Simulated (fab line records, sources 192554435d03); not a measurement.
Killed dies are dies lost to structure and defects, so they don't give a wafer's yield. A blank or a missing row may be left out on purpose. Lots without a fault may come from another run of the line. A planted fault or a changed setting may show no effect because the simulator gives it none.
Chamber matching | flow n5_finfet | N5_HKMG_FIN_ALD_21 on ald_metal-03: 4 sister chambers
The step deposits TiN, target thk 1.5 nm, pulse time 1 s, purge time 3 s. 8 wafers are shown with their chamber, then 6 later ones without.

WAFERS WITH THEIR CHAMBER
wafer  | chamber | heater_power_w (W) | precursor_pulse_height_rel
L168.3 | 0       | 741                | 1.038
L168.5 | 1       | 915                | 0.987
L171.1 | 2       | 908                | 0.989
L171.4 | 0       | 748                | 0.988
L175.1 | 1       | 913                | 0.979
L175.5 | 3       | 951                | 1.033
L182.1 | 3       | 937                | 1.007
L182.2 | 2       | 899                | 0.981

WAFERS WITHOUT THEIR CHAMBER
wafer  | heater_power_w (W) | precursor_pulse_height_rel
L182.4 | 906                | 1.017
L186.1 | 903                | 1.013
L186.3 | 885                | 1.002
L187.3 | 766                | 1.016
L187.4 | 934                | 0.951
L187.5 | 892                | 1.014

WHICH CHAMBER EACH WENT THROUGH
wafer  | from the rows above          | in truth
L182.4 | can't be placed: 2 or 1      | 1
L186.1 | can't be placed: 2 or 1      | 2
L186.3 | can't be placed: 2 or 1      | 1
L187.3 | 0                            | 0
L187.4 | can't be placed: 1 or 3 or 2 | 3
L187.5 | can't be placed: 2 or 1      | 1
Placed correctly: 1 of 6. Can't be placed from these rows: 5 (the true chamber is among the candidates in 5). Placed wrongly: 0.
How it was worked out, from the rows above alone: a wafer's distance from a chamber is the root of the sum, over the readings, of the square of ((its reading less the chamber's mean) divided by the reading's scatter). The wafer belongs to the nearest chamber; if the next one is less than 2 further off, it can't be placed. A chamber's mean is the mean of its shown wafers. The scatter: the root of (the sum of the squares of (reading less its chamber's mean) over the shown wafers, divided by (wafers less chambers)).
